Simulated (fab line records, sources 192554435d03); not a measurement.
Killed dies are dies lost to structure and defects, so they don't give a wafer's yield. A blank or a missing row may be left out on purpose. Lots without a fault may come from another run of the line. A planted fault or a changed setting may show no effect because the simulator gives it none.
A struck lot beside a sound one | flow n5_finfet | 37 steps out of a route of 1938
Sound: wafers L428.1, L428.2, L428.4. Struck: wafers L415.1, L415.3, L415.5. The cause comes at the end.
At each step with rows: each side's tool, then ch and its chambers, then its first start. Under that, the readings that differ: sound wafers | struck wafers | difference of the means | sigmas: that difference in standard deviations of wafers without a fault.
alike: readings whose means differ by less than 2 such deviations, and words and numbers that are the same on both sides. not compared: withheld readings, readings that some wafer has no value for, bounds like >300 that may hide the same value, and numbers for which the record gives no deviation and whose values overlap.
The two part at a step that has a row with sigmas, a row that says differs or no value, or rows on one side only. Numbers that don't overlap but have no deviation are shown without sigmas and don't part them. A reading that every wafer of one side lacks parts them only if that side has two wafers or more.

first, 9 steps without rows for these wafers: N5_BEOL_M4_ANNEAL_95 (time 240 s); N5_BEOL_M4_SPUTTER_96 (material Cu, target thk 4.5 nm, time 8.29 s); N5_BEOL_M4_ECD_50 (material Cu, target thk 300 nm); N5_BEOL_M4_ANNEAL_51 (time 90 s); N5_BEOL_M4_CMP_52 (polishes, stops on SiOC, t overpolish 6.8 s, target thk 40 nm); N5_BEOL_M4_PRE_CLEAN_60 (time 15 s); N5_BEOL_M4_CO_CAP_55 (material Co, precursor CCTBA/H2, target thk 2 nm, time 102.1 s); N5_BEOL_M4_PRE_CLEAN_56 (time 15 s); N5_BEOL_M4_DEP_57 (deposits SiCN from 3MS/NH3, target thk 8 nm, time 14 s).
N5_BEOL_M4_RC_MEAS_101:
  sound on prober-02 ch 0, day 14 05:03; struck on prober-01 ch 0, day 10 15:46
  alike: DIBL_N, DIBL_P, IOFF_N, IOFF_P, ION_N, ION_P, SS_N, SS_P, VT_N, VT_P
then, 24 steps without rows for these wafers: N5_BEOL_M5_ILD_DEP_00 (deposits SiCOH lowk from DEMS/porogen, target thk 140.64 nm, time 25.9 s); N5_BEOL_M5_CURE_79 (cures SiCOH lowk, time 240 s); N5_BEOL_M5_PECVD_70 (deposits SiO2 from TEOS/O2, target thk 16 nm, time 18 s); N5_BEOL_M5_HM_DEP_02 (deposits TiN, target thk 20 nm); N5_BEOL_M5_COAT_59 (time 60 s, resist thk 60 nm); N5_BEOL_M5_COAT_60 (time 60 s, resist thk 12 nm); N5_BEOL_M5_COAT_71 (time 60 s, resist thk 5 nm); N5_BEOL_M5_COAT_05 (resist thk 30 nm); N5_BEOL_M5_EBR_07; N5_BEOL_M5_SOFTBAKE_06 (time 60 s); N5_BEOL_M5_EXPOSE_08 (exposes mask M5, target cd 28 nm); N5_BEOL_M5_PEB_09 (peb time 60 s); N5_BEOL_M5_DEVELOP_10 (develop time 30 s); N5_BEOL_M5_DESCUM_16 (chemistry O2, time 7 s); N5_BEOL_M5_ETCH_72 (etches underlayer in N2/H2, target depth 6.5 nm, time 5.2 s); N5_BEOL_M5_ETCH_61 (etches SiARC in CF4, target depth 15.6 nm, time 26 s); N5_BEOL_M5_ETCH_62 (etches SOC in N2/H2, target depth 75 nm, overetch 15 nm, time 112.5 s); N5_BEOL_M5_STRIP_63 (strips in N2/H2); N5_BEOL_M5_STRIP_73 (strips in N2/H2); N5_BEOL_M5_STRIP_64 (strips in CF4); N5_BEOL_M5_HM_OPEN_17 (chemistry Cl2/BCl3, target TiN, target depth 20 nm, overetch 6 nm); N5_BEOL_M5_STRIP_19 (strips in O2); N5_BEOL_M5_COAT_65 (time 60 s, resist thk 60 nm); N5_BEOL_M5_COAT_66 (time 60 s, resist thk 12 nm).
N5_BEOL_M8_ETCH_66: etches SOC in N2/H2, target depth 80 nm, overetch 16 nm, time 120 s.
  sound on rie_diel-03 ch 1,2,3, day 16 05:10; struck on rie_diel-06 ch 1,2, day 12 05:04
  no value came back on the struck wafers for any of 8 readings (bias_w (W), chamber_pressure_mTorr (mTorr) and others); on the sound wafers bias_w (W) reads 149.6 149.7 150.1
  reading                                         | sound       | struck       | difference | sigmas
  model.CAR-EUV_of_BEOL_M8_COAT_22.thk_nm (nm)    | 0 0 0       | 11 11.2 11.2 | +11        |
  model.SiARC_of_BEOL_M8_COAT_64.thk_nm (nm)      | 6.8 6.2 6.4 | 12 12 12     | +6         |
  model.underlayer_of_BEOL_M8_COAT_71.thk_nm (nm) | 0 0 0       | 5 5 5        | +5         |
N5_BEOL_M8_VIA_ETCH_34: etches SiCOH lowk in C4F6/O2, target depth 125.5 nm, time 50.5 s.
  sound on rie_diel-03 ch 1,2,3, day 16 05:16; struck on rie_diel-06 ch 1,2, day 12 05:10
  reading               | sound           | struck            | difference | sigmas
  O2_flow_sccm (sccm)   | 9.95 10.00 9.94 | 10.07 10.01 10.03 | +0.07      | +2
  oes_product_au (a.u.) | 0.68 0.72 0.91  | 0.26 0.25 0.25    | -0.52      | -5
  alike: C4F6_flow_sccm, drypump_motor_current_A, rf_vpp_V, showerhead_plenum_p_Torr, throttle_valve_pct
  not compared: rf_hours_counter_h, model.BEOL_M8.cd_nm
-- the record jumps here: 4 days lie between the struck wafers' starts before and after (it left off in module BEOL_M8 and takes up again in module PASSIVATION, whose first step shown is number 1936 of the route) --
N5_PASSIVATION_PROBE_49:
  the record has rows for the struck wafers here (prober-01, day 15 18:56) and none for the sound ones

WHERE THEY PART
First at N5_BEOL_M8_ETCH_66; last, within this record, at N5_PASSIVATION_PROBE_49.

WHY: what the simulator had put in
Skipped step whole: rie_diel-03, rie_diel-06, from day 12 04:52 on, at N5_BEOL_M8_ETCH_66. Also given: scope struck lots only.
